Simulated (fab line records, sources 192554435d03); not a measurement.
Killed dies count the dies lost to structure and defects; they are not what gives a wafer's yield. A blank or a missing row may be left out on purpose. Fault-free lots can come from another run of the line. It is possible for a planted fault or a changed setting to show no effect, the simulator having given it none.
Which of the tools did it? | flow n5 finfet | 30 wafers from 10 lots sampled at 3 of the route's 1938 steps

## WHAT THE GAUGES SHOWED, per wafer
N5_BEOL_M15_THK_MEAS_01.
lot  | measured     | on            | M15_ILD_THK (nm)
L603 | day 12 06:14 | film metro-01 | 1602 1620 1601
L606 | day 14 16:02 | film metro-01 | 1606 1632 1613
L610 | day 16 03:13 | film metro-01 | 1606 1609 1627
L611 | day 16 08:10 | film metro-02 | 1612 1604 1631
L620 | day 18 12:11 | film metro-01 | 1647 1677 1688
L621 | day 18 18:45 | film metro-02 | 1629 1637 1646
L622 | day 19 02:11 | film metro-02 | 1637 1639 1672
L625 | day 19 02:42 | film metro-01 | 1634 1642 1692
L623 | day 19 07:01 | film metro-02 | 1649 1632 1662
L626 | day 19 09:37 | film metro-01 | 1622 1655 1675

## WHICH TOOL RAN EACH LOT (tool, then ch and the chambers of the sampled wafers, then the start)
lot  | N5_BEOL_M14_DESCUM_33              | N5_BEOL_M14_TRENCH_ETCH_34
L603 | rie diel-03 ch 0,2, day 12 02:10   | rie diel-03 ch 0,2, day 12 02:37
L606 | rie diel-01 ch 0,1, day 14 11:31   | rie diel-01 ch 0,1, day 14 11:58
L610 | rie diel-03 ch 0,2,3, day 15 23:14 | rie diel-03 ch 0,2,3, day 15 23:41
L611 | rie diel-01 ch 0,1,3, day 16 03:26 | rie diel-01 ch 0,1,3, day 16 03:53
L620 | rie diel-03 ch 1,2,3, day 18 08:02 | rie diel-03 ch 1,2,3, day 18 08:29
L621 | rie diel-01 ch 0,1,3, day 18 13:25 | rie diel-01 ch 0,1,3, day 18 13:52
L622 | rie diel-05 ch 0,1, day 18 20:47   | rie diel-05 ch 0,1, day 18 21:15
L625 | rie diel-01 ch 0,2, day 18 23:16   | rie diel-01 ch 0,2, day 18 23:44
L623 | rie diel-01 ch 0,2, day 18 23:51   | rie diel-01 ch 0,2, day 19 00:19
L626 | rie diel-03 ch 0,2,3, day 19 04:34 | rie diel-03 ch 0,2,3, day 19 05:01
- N5_BEOL_M14_DESCUM_33: chemistry O2, time 7.9 s.
- N5_BEOL_M14_TRENCH_ETCH_34: etches SiO2 in C4F8/O2/Ar, target depth 556.65 nm, time 126.9 s.

## THE ANSWER, worked out from the rows above alone
Rule: the usual values come from the lots themselves. The widest of any qualifying gaps counts: lots, ordered by their means at a reading, are off when they make up no more than a third of the lots, leave a main group of 4 or more, and stand apart from it by 3 or more times the standard deviation of that group's means. The tables above print the reading to a certain number of digits; a main group whose means all agree to those digits is not used. Also off: a lot with no number at a reading for which 4 or more lots have one. Any other lot the step has rows for is counted as sound.
None of the lots is off at any reading shown; this tells nothing.

## WHAT WAS PUT IN BY THE SIMULATOR
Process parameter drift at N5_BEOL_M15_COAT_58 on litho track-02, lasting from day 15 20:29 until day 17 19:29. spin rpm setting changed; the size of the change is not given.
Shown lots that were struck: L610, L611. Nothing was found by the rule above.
